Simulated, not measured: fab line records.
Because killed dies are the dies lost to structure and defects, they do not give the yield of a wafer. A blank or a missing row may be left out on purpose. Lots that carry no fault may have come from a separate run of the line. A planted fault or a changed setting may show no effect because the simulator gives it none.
fab line records	flow nandHarc	part 1 of 2: steps 1 to 24 of 35
record: lots: 5	wafers: 15	lastDay: 23
route steps=1159 shown A_WL_FILL@817 A_CONTACT@840
lots with no fault: from the same line, run without faults
startH: hours from the record's first day to the start of the lot's first wafer shown	waitH: time in hours since the lot's previous step	" the same as in the row above	L1.1+2: several wafers, shown together as one row	- value missing, or start not given	* or withheld: withheld	< > ~ a bound
route shown NAME@n: NAME is a module with steps in the file, n the number in the route of the first one	usual: average and standard deviation across the fault-free wafers	same: alike in all rows	chamber/n: place in a boat	sites: the reading at each site	_std_site: standard deviation across them	_edge_site: outer sites' mean less inner sites'	radiusMm: for every site, how far away it sits from the centre of the wafer	mask NAME#n: copy n	behind: tool/chamber where the wafer was last shaped	hold: what put the lot on hold/how long, in hours/how the hold closed	device: the transistor (n, p or np) that didn't switch	end of line: the tests these same wafers got at the end of their route	where a step has no rows: the recipe by itself	killed: at the first sort, the dies lost to defects and structure; wafer yield is something else	map: a wafer's dies, x killed, . not, _ none there
set.NAME: the run value of the setting; set.NAME@STEP: its run value at that earlier step	model.NAME: the simulator's own value behind a step, which no gauge read
a table for each step, a row for each wafer; lots at some steps of the route
services: the hour from which a tool's chamber was out of use, counted from the record's first day as startH (under 0 if before that day), plus the number of hours and why
== steps ==
step: NHARC_A_WL_FILL_STRIP_28
recipe: timeS: 1200	tempC: 72.5	chemistry: postEtchResidueRemover
same: timeS: 1200
lot.wafer	tool	chamber	startH	waitH
L078.6+2+1	wetBench-03	1,3,6	351.13	0.0
L081.5+2+3	wetBench-06	5,6,7	380.59	0.1
L083.3+6+1	wetBench-06	4,6,0	390.93	0.1
L084.3+2+5	wetBench-03	6,7,2	393.74	0.1
L091.3+1+5	wetBench-06	1,2,3	432.27	0.1
step: NHARC_A_WL_FILL_PRECLEAN_06
recipe: timeS: 300	chemistry: DIW
same: timeS: 300
lot.wafer	tool	chamber	startH	waitH
L078.6+2+1	wetBench-03	1,3,6	-	-
L081.5+2+3	wetBench-06	5,6,7	-	-
L083.3+6+1	wetBench-06	4,6,0	-	-
L084.3+2+5	wetBench-03	6,7,2	-	-
L091.3+1+5	wetBench-06	1,2,3	-	-
step: NHARC_A_WL_FILL_SRD_07
lot.wafer	tool	chamber	startH	waitH
L078.6+2+1	wetBench-03	1,3,6	-	-
L081.5+2+3	wetBench-06	5,6,7	-	-
L083.3+6+1	wetBench-06	4,6,0	-	-
L084.3+2+5	wetBench-03	6,7,2	-	-
L091.3+1+5	wetBench-06	1,2,3	-	-
step: NHARC_A_WL_FILL_ANNEAL_08
recipe: tempC: 450	timeS: 1800
usual: spikeTcBottomC: 475/3.7	tubeCenterTempC: 450/0.041
same: timeS: 1800
lot.wafer	tool	chamber	startH	waitH	spikeTcBottomC	tubeCenterTempC
L078.1	furnace-01	0	354.96	-	477	450.03
L078.2	"	0	"	"	478	450.05
L078.6	"	0	"	"	479	449.96
L081.2	furnace-07	0	383.45	-	471	450
L081.3	"	0	"	"	470	449.93
L081.5	"	0	"	"	472	449.97
L083.1	furnace-01	0	394.76	-	478	449.98
L083.3	"	0	"	"	480	449.96
L083.6	"	0	"	"	479	450.05
L084.2	furnace-01	0	394.76	-	478	449.99
L084.3	"	0	"	"	480	450.03
L084.5	"	0	"	"	477	449.95
L091.1	furnace-01	0	436.10	-	479	450.01
L091.3	"	0	"	"	481	449.96
L091.5	"	0	"	"	480	449.9
step: NHARC_A_WL_FILL_ALD_10
recipe: targetThkA: 500	pulseTimeS: 10	aldCycles: 500	tempC: 300	material: SiO2
usual: heaterPowerW: 490/67	precursorPulseHeightRel: 1.001/0.021
lot.wafer	tool	chamber	startH	waitH	heaterPowerW	precursorPulseHeightRel
L078.2	aldHk-04	3	356.97	0.6	582	1.021
L078.1	"	1	358.00	1.6	489	0.992
L078.6	"	3	359.03	2.6	581	1.008
L081.2	aldHk-03	1	384.93	0.1	552	0.939
L081.3	"	3	385.93	1.1	514	1.005
L081.5	"	1	386.93	2.1	560	0.997
L083.1	aldHk-04	2	397.29	1.1	527	1.012
L083.3	"	3	"	"	566	1.016
L083.6	"	1	398.84	2.6	466	1.028
L084.3	aldHk-03	1	397.91	1.7	542	1.014
L084.2	"	3	398.95	2.8	517	1.003
L084.5	"	1	399.99	3.8	544	0.993
L091.3	aldHk-04	3	438.64	1.1	579	1.032
L091.1	"	1	440.70	3.2	474	0.970
L091.5	"	2	441.74	4.2	530	0.972
step: NHARC_A_WL_FILL_ETCHBACK_16
recipe: targetDepthA: 880	timeS: 17.6	c4f8FlowSccm: withheld	o2FlowSccm: 8	arFlowSccm: withheld	rfW: 600	biasW: 800	chemistry: C4F8/O2/Ar
usual: oesProductAu: 0.985/0.029	rfFwdPowerW: 588/3.3	rfVppV: 726/3.4
same: timeS: 17.6
lot.wafer	tool	chamber	startH	waitH	oesProductAu	rfFwdPowerW	rfHoursCounterH	rfVppV
L078.2	rieDiel-03	1	-	-	0.996	590	8.6	727
L078.1	"	2	"	"	0.995	593	8.6	725
L078.6	"	2	"	"	0.993	589	-	724
L081.2	rieDiel-03	2	-	-	0.994	588	10.9	724
L081.3	"	0	"	"	0.998	588	9.7	723
L081.5	"	2	"	"	0.994	591	-	725
L083.1	rieDiel-13	2	-	-	0.997	584	4.4	729
L083.3	"	0	"	"	0.994	587	4.2	729
L083.6	"	2	"	"	0.992	587	-	728
L084.2	rieDiel-02	2	-	-	0.995	590	1.5	726
L084.3	"	0	"	"	1.004	584	1.6	723
L084.5	"	1	"	"	1.002	583	-	727
L091.1	rieDiel-03	0	-	-	1.007	592	3.9	722
L091.3	"	2	"	"	1.000	592	2.7	726
L091.5	"	0	"	"	1.011	590	-	722
step: NHARC_A_WL_FILL_STRIP_29
recipe: timeS: 20	o2FlowSccm: 500	arFlowSccm: 0	biasW: 0	chemistry: O2
usual: drypumpMotorCurrentA: 6.1/0.35	oesProductAu: 1.000/0.0077	rfVppV: 58.1/0.81	showerheadPlenumPTorr: 3.63/0.12	throttleValvePct: 17.037/0.0088
same: timeS: 20
lot.wafer	tool	chamber	startH	waitH	drypumpMotorCurrentA	oesProductAu	rfHoursCounterH	rfVppV	showerheadPlenumPTorr	throttleValvePct
L078.1	rieDiel-03	0	361.19	0.1	5.7	0.985	7.3	56.7	3.51	17.038
L078.2	"	2	"	"	6.1	0.999	8.6	58.4	3.60	17.034
L078.6	"	1	"	"	6.2	1.004	-	57.3	3.60	17.036
L081.3	rieDiel-03	1	389.59	0.1	6.2	1.007	10.8	58.1	3.60	17.035
L081.2	"	2	"	"	6.0	1.007	10.9	58.0	3.60	17.030
L081.5	"	3	"	"	6.1	1.003	-	58.8	3.77	17.032
L083.3	rieDiel-13	2	401.01	0.1	6.1	0.997	4.4	58.6	3.70	17.030
L083.1	"	3	"	"	6.1	1.017	4.1	58.9	3.78	17.024
L083.6	"	2	"	"	6.0	0.998	-	58.9	3.70	17.025
L084.2	rieDiel-02	0	402.17	0.1	5.7	0.999	1.6	56.6	3.50	17.032
L084.3	"	2	"	"	5.5	0.995	1.5	57.0	3.64	17.021
L084.5	"	3	"	"	6.6	1.002	-	57.8	3.41	17.038
L091.1	rieDiel-03	2	445.45	0.1	6.0	1.016	2.7	57.0	3.60	17.035
L091.3	"	0	"	"	5.7	1.004	3.9	57.8	3.50	17.030
L091.5	"	2	"	"	6.1	1.010	-	59.2	3.60	17.048
step: NHARC_A_WL_FILL_ETCHBACK_17
recipe: targetDepthA: 40	timeS: 26.7	chemistry: Cl2/BCl3
usual: drypumpMotorCurrentA: 5.8/0.54	oesProductAu: 1.004/0.0068
same: timeS: 26.7
lot.wafer	tool	chamber	startH	waitH	drypumpMotorCurrentA	oesProductAu	rfHoursCounterH
L078.2	rieMetal-02	0	361.28	-	5.0	1.001	4.9
L078.1	"	1	"	"	5.8	0.998	4.9
L078.6	"	1	"	"	5.8	0.995	-
L081.2	rieMetal-01	1	389.67	-	5.5	1.013	1.5
L081.3	"	1	"	"	5.5	0.997	-
L081.5	"	1	"	"	5.5	1.014	-
L083.1	rieMetal-01	1	401.10	-	5.5	1.008	1.8
L083.3	"	0	"	"	6.4	1.000	-
L083.6	"	0	"	"	6.4	1.000	-
L084.2	rieMetal-03	0	402.25	-	6.5	1.004	3.2
L084.3	"	0	"	"	6.5	1.006	-
L084.5	"	0	"	"	6.5	1.000	-
L091.1	rieMetal-02	1	445.54	-	5.8	0.996	1.6
L091.3	"	0	"	"	5.0	0.992	-
L091.5	"	1	"	"	5.8	1.002	-
step: NHARC_A_WL_FILL_PRECLEAN_18
recipe: timeS: 30	chemistry: dHF
same: timeS: 30
lot.wafer	tool	chamber	startH	waitH
L078.6+2+1	wetBench-06	5,6,7	361.47	0.1
L081.5+3+2	wetBench-03	1,4,5	389.86	0.1
L083.6+1+3	wetBench-06	0,1,3	401.28	0.1
L084.5+2+3	wetBench-06	2,3,4	402.45	0.1
L091.5+3+1	wetBench-03	4,5,0	445.73	0.1
step: NHARC_A_WL_FILL_SRD_21
lot.wafer	tool	chamber	startH	waitH
L078.6+2+1	wetBench-06	5,6,7	361.49	0.0
L081.5+3+2	wetBench-03	1,4,5	389.89	0.0
L083.6+1+3	wetBench-06	0,1,3	401.31	0.0
L084.5+2+3	wetBench-06	2,3,4	402.47	0.0
L091.5+3+1	wetBench-03	4,5,0	445.75	0.0
step: NHARC_A_WL_FILL_CVD_23
recipe: targetThkA: 400	tempC: 620	pressureMtorr: 200	timeS: 800	material: poly-Si
usual: pressureMtorr: 199.9/0.35	spikeTcBottomC: 636.6/2.5	tubeCenterTempC: 620/0.059
same: timeS: 800
lot.wafer	tool	chamber	startH	waitH	pressureMtorr	spikeTcBottomC	tubeCenterTempC
L078.1	lpcvdPoly-02	0	363.72	2.2	199.5	641.0	619.95
L078.2	"	0	"	"	199.9	639.6	619.87
L078.6	"	0	"	"	199.5	640.0	619.92
L081.2	lpcvdPoly-04	0	392.49	2.6	200.9	636.6	620.04
L081.3	"	0	"	"	200.5	637.0	619.99
L081.5	"	0	"	"	200.2	635.0	620.06
L083.1	lpcvdPoly-04	0	403.91	2.6	199.8	635.6	620.08
L083.3	"	0	"	"	199.9	634.5	619.98
L083.6	"	0	"	"	199.9	635.1	619.95
L084.2	lpcvdPoly-04	0	403.91	1.4	199.4	633.6	620.07
L084.3	"	0	"	"	200.2	634.2	619.92
L084.5	"	0	"	"	199.3	634.7	620.03
L091.1	lpcvdPoly-02	0	448.00	2.2	199.7	639.5	619.94
L091.3	"	0	"	"	200.0	641.2	620.01
L091.5	"	0	"	"	199.6	640.5	620.05
step: NHARC_A_WL_FILL_ETCHBACK_26
recipe: targetDepthA: 520	timeS: 13.3	hbrFlowSccm: 150	rfW: 350	icpW: 350	biasW: 60	chemistry: HBr
usual: drypumpMotorCurrentA: 5.6/0.56	oesProductAu: 0.999/0.0067	rfFwdPowerW: 342.7/1.5	throttleValvePct: 23.267/0.009
same: timeS: 13.3
lot.wafer	tool	chamber	startH	waitH	drypumpMotorCurrentA	oesProductAu	rfFwdPowerW	rfHoursCounterH	throttleValvePct
L078.2	rieSi-04	1	366.29	0.4	4.8	1.000	343.3	0.6	23.259
L078.1	"	2	"	"	5.8	0.986	341.5	0.7	23.266
L078.6	"	2	"	"	5.8	0.995	342.5	-	23.270
L081.3	rieSi-06	3	395.06	0.4	5.2	1.002	342.5	0.2	23.278
L081.2	"	1	"	"	4.8	1.017	342.8	0.1	23.254
L081.5	"	2	"	"	5.5	0.998	341.4	-	23.253
L083.3	rieSi-04	3	406.51	0.4	6.5	0.993	343.1	1.0	23.283
L083.1	"	2	"	"	5.8	1.004	342.6	0.9	23.257
L083.6	"	3	"	"	6.5	1.002	342.7	-	23.266
L084.3	rieSi-02	0	406.52	0.4	6.0	0.998	342.2	0.1	23.264
L084.2	"	1	"	"	5.7	0.995	343.5	0.1	23.269
L084.5	"	0	"	"	6.0	1.001	340.5	-	23.256
L091.3	rieSi-06	1	450.60	0.4	4.8	0.983	340.5	0.7	23.281
L091.1	"	3	"	"	5.3	1.001	342.0	0.7	23.258
L091.5	"	0	"	"	6.0	0.998	342.7	-	23.280
step: NHARC_A_WL_FILL_PRECLEAN_30
recipe: timeS: 10	chemistry: dHF
same: timeS: 10
lot.wafer	tool	chamber	startH	waitH
L078.6+2+1	wetBench-06	1,2,4	366.45	0.1
L081.3+2+5	wetBench-03	0,2,3	395.20	0.1
L084.5+2+3	wetBench-03	1,2,6	406.65	0.1
L083.1+3+6	wetBench-06	4,6,7	406.66	0.1
L091.5+1+3	wetBench-06	5,0,1	450.73	0.1
step: NHARC_A_WL_FILL_SRD_14
lot.wafer	tool	chamber	startH	waitH
L078.6+2+1	wetBench-06	1,2,4	366.47	0.0
L081.3+2+5	wetBench-03	0,2,3	395.21	0.0
L084.5+2+3	wetBench-03	1,2,6	406.67	0.0
L083.1+3+6	wetBench-06	4,6,7	406.68	0.0
L091.5+1+3	wetBench-06	5,0,1	450.75	0.0
step: NHARC_A_WL_FILL_ALD_19
recipe: targetThkA: 20	pulseTimeS: 3	aldCycles: 100	tempC: 450	material: TiN
usual: heaterPowerW: 1090/100	precursorPulseHeightRel: 1.000/0.018
lot.wafer	tool	chamber	startH	waitH	heaterPowerW	precursorPulseHeightRel
L078.1	aldMetal-01	3	366.57	0.1	1150	0.991
L078.2	"	0	"	"	985	0.977
L078.6	"	3	"	"	1135	1.014
L081.2	aldMetal-04	3	395.31	0.1	1204	0.977
L081.3	"	2	"	"	1267	0.986
L081.5	"	3	"	"	1207	0.965
L084.3	aldMetal-01	0	406.77	0.1	998	0.953
L084.2	"	2	"	"	907	0.974
L084.5	"	0	"	"	1001	0.973
L083.1	aldMetal-01	1	406.89	0.2	1146	1.015
L083.3	"	2	"	"	912	0.993
L083.6	"	1	"	"	1131	0.987
L091.3	aldMetal-01	0	450.88	0.1	1031	0.995
L091.1	"	1	"	"	1132	1.021
L091.5	"	1	"	"	1138	1.006
step: NHARC_A_WL_FILL_CVD_20
recipe: targetThkA: 750	tempC: 300	pressureTorr: 40	wf6FlowSccm: 40	h2FlowSccm: 1600	arFlowSccm: 1560	timeS: 5064	material: W
usual: heaterPowerW: 479/28	throttleValvePct: 8.00/0.2
same: timeS: 5064
lot.wafer	tool	chamber	startH	waitH	heaterPowerW	throttleValvePct
L078.1	cvdW-01	0	-	-	487	7.73
L078.2	"	1	"	"	515	7.87
L078.6	"	1	"	"	522	8.10
L081.2	cvdW-01	0	-	-	462	7.59
L081.3	"	1	"	"	517	8.12
L081.5	"	0	"	"	490	8.00
L083.1	cvdW-01	1	-	-	498	8.05
L083.3	"	1	"	"	513	7.92
L083.6	"	0	"	"	485	7.72
L084.2	cvdW-02	1	-	-	446	8.09
L084.3	"	1	"	"	431	7.99
L084.5	"	1	"	"	441	7.83
L091.1	cvdW-01	1	-	-	511	8.28
L091.3	"	0	"	"	498	7.62
L091.5	"	0	"	"	491	7.75
step: NHARC_A_WL_FILL_CMP_12
recipe: tOverpolishS: 30	targetThkNm: 75
usual: motorCurrentA: 12.4/1.4	overpolishRunS: 30.000/0.009	timeToEndpointS: 15.6/1.9
lot.wafer	tool	chamber	startH	waitH	motorCurrentA	overpolishRunS	timeToEndpointS
L078.1	cmp-02	0	372.39	4.3	14.0	30.002	14.4
L078.2	"	3	"	"	11.3	30.008	15.0
L078.6	"	0	"	"	14.1	30.007	14.1
L081.3	cmp-01	0	400.74	2.2	14.5	29.991	16.4
L081.2	"	1	"	"	12.2	29.995	17.5
L081.5	"	2	"	"	13.4	30.011	20.0
L083.1	cmp-04	2	412.12	3.6	11.7	29.985	14.0
L083.3	"	0	"	"	12.6	30.001	14.9
L083.6	"	2	"	"	11.6	30.007	12.5
L084.2	cmp-02	3	416.38	6.5	11.9	29.991	18.4
L084.3	"	0	"	"	13.7	30.006	17.4
L084.5	"	2	"	"	12.4	29.998	18.2
L091.1	cmp-01	2	458.04	3.6	12.8	29.990	14.8
L091.3	"	3	"	"	10.5	30.003	13.5
L091.5	"	2	"	"	13.2	30.003	17.5
step: NHARC_A_WL_FILL_SRD_31
lot.wafer	tool	chamber	startH	waitH
L078.1+6+2	wetBench-06	0,1,4	372.71	0.0
L081.3+2+5	wetBench-07	4,7,0	401.01	0.0
L083.1+6+3	wetBench-07	1,2,3	412.42	0.0
L084.5+3+2	wetBench-06	2,4,6	416.66	0.0
L091.1+5+3	wetBench-07	2,4,6	458.37	0.0
step: NHARC_A_WL_FILL_INSPECT_15
usual: rawDefectCount: 407/150
lot.wafer	tool	chamber	startH	waitH	rawDefectCount
L078.1	defectInspect-02	-	372.86	0.0	226
L078.2	"	-	"	"	358
L078.6	"	-	"	"	321
L081.2	defectInspect-02	-	401.15	0.0	290
L081.3	"	-	"	"	301
L081.5	"	-	"	"	324
L083.1	defectInspect-01	-	412.56	0.0	346
L083.3	"	-	"	"	388
L083.6	"	-	"	"	282
L084.2	defectInspect-01	-	416.80	0.0	474
L084.3	"	-	"	"	351
L084.5	"	-	"	"	500
L091.1	defectInspect-01	-	458.54	0.0	441
L091.3	"	-	"	"	652
L091.5	"	-	"	"	433
step: NHARC_A_CONTACT_DEP_24
recipe: targetThkA: 5000	tempC: 400	pressureTorr: 6.5	rfW: 900	teosFlowSccm: 161.4	flowSccm: 2650	targetThkNm: 500	gas: O2	material: SiO2
usual: heaterPowerW: 548/130	rfFwdPowerW: 898.3/2.7	throttleValvePct: 16.2/0.43
lot.wafer	tool	chamber	startH	waitH	heaterPowerW	rfFwdPowerW	throttleValvePct
L078.2	pecvd-04	2	372.92	0.1	460	899.6	16.5
L078.1	"	0	"	"	507	893.1	15.3
L078.6	"	0	"	"	528	893.4	15.4
L081.2	pecvd-03	2	401.28	0.1	410	899.9	16.2
L081.3	"	0	"	"	604	894.6	16.6
L081.5	"	1	"	"	454	900.5	16.1
L083.3	pecvd-03	0	412.69	0.1	644	896.6	16.5
L083.1	"	1	"	"	486	895.9	15.8
L083.6	"	0	"	"	670	894.7	16.9
L084.2	pecvd-02	0	416.87	0.1	558	899.4	16.0
L084.3	"	2	"	"	886	899.5	16.2
L084.5	"	0	"	"	577	895.7	16.1
L091.1	pecvd-02	2	458.60	0.1	677	901.1	16.4
L091.3	"	1	"	"	512	894.6	16.1
L091.5	"	1	"	"	540	899.7	16.4
step: NHARC_A_CONTACT_DEP_28
recipe: targetThkA: 36000	tempC: 400	material: aC
usual: throttleValvePct: 34.999/0.0084
lot.wafer	tool	chamber	startH	waitH	throttleValvePct
L078.1	aclDep-02	0	376.20	2.7	34.992
L078.2	"	0	"	"	35.016
L078.6	"	0	378.01	4.5	34.995
L081.2	aclDep-02	0	402.20	0.4	34.987
L081.3	"	0	"	"	35.002
L081.5	"	0	"	"	34.994
L083.1	aclDep-01	0	416.38	3.2	34.999
L083.3	"	0	"	"	34.997
L083.6	"	0	418.21	5.0	34.989
L084.2	aclDep-01	0	419.57	2.2	34.994
L084.3	"	0	"	"	35.014
L084.5	"	0	"	"	34.991
L091.1	aclDep-02	0	463.66	4.5	35.013
L091.3	"	0	"	"	35.014
L091.5	"	0	"	"	34.992
step: NHARC_A_CONTACT_DEP_29
recipe: targetThkA: 700	targetThkNm: 70	tempC: 400	pressureTorr: 3.5	flowSccm: 200	rfW: 350	material: SiON
usual: heaterPowerW: 747/130	rfFwdPowerW: 348.3/1.1
lot.wafer	tool	chamber	startH	waitH	heaterPowerW	rfFwdPowerW
L078.1	pecvd-03	1	378.45	1.9	632	346.9
L078.2	"	2	"	"	634	349.7
L078.6	"	0	"	"	753	348.7
L081.2	pecvd-04	2	404.13	1.6	662	349.4
L081.3	"	0	"	"	714	348.3
L081.5	"	0	"	"	745	348.0
L083.1	pecvd-04	1	418.62	1.9	970	345.1
L083.3	"	2	"	"	574	347.4
L083.6	"	0	"	"	707	347.8
L084.2	pecvd-02	2	421.46	1.5	1074	348.6
L084.3	"	1	"	"	797	347.6
L084.5	"	2	"	"	1045	347.0
L091.3	pecvd-02	2	465.85	1.1	1061	346.5
L091.1	"	0	"	"	713	348.8
L091.5	"	0	"	"	723	348.1
step: NHARC_A_CONTACT_DEHYDRATE_32
recipe: tempC: 150	timeS: 120
usual: plateTempC: 149.96/0.13	resistLineTempC: 22.99/0.11
same: timeS: 120
lot.wafer	tool	chamber	startH	waitH	plateTempC	resistLineTempC
L078.1	lithoTrack-01	0	378.75	0.3	149.68	23.05
L078.2	"	0	"	"	149.76	23.01
L078.6	"	0	"	"	149.86	23.19
L081.2	lithoTrack-01	0	404.37	0.2	149.96	22.99
L081.3	"	0	"	"	149.81	22.94
L081.5	"	0	"	"	149.94	22.87
L083.1	lithoTrack-06	0	418.87	0.2	149.84	23.09
L083.3	"	0	"	"	149.88	23.10
L083.6	"	0	"	"	149.92	23.10
L084.2	lithoTrack-04	0	421.76	0.3	150.00	22.79
L084.3	"	0	"	"	149.95	22.90
L084.5	"	0	"	"	149.97	22.90
L091.1	lithoTrack-01	0	466.15	0.2	150.06	23.12
L091.3	"	0	"	"	149.99	22.86
L091.5	"	0	"	"	150.07	22.85
step: NHARC_A_CONTACT_HMDS_33
recipe: timeS: 30
usual: resistLineTempC: 22.97/0.11
same: timeS: 30
lot.wafer	tool	chamber	startH	waitH	resistLineTempC
L078.1	lithoTrack-01	0	-	-	22.87
L078.2	"	0	"	"	22.90
L078.6	"	0	"	"	22.99
L081.2	lithoTrack-01	0	-	-	23.14
L081.3	"	0	"	"	22.98
L081.5	"	0	"	"	22.98
L083.1	lithoTrack-06	0	-	-	23.10
L083.3	"	0	"	"	23.01
L083.6	"	0	"	"	23.10
L084.2	lithoTrack-04	0	-	-	22.94
L084.3	"	0	"	"	22.81
L084.5	"	0	"	"	22.91
L091.1	lithoTrack-01	0	-	-	22.81
L091.3	"	0	"	"	22.88
L091.5	"	0	"	"	22.85
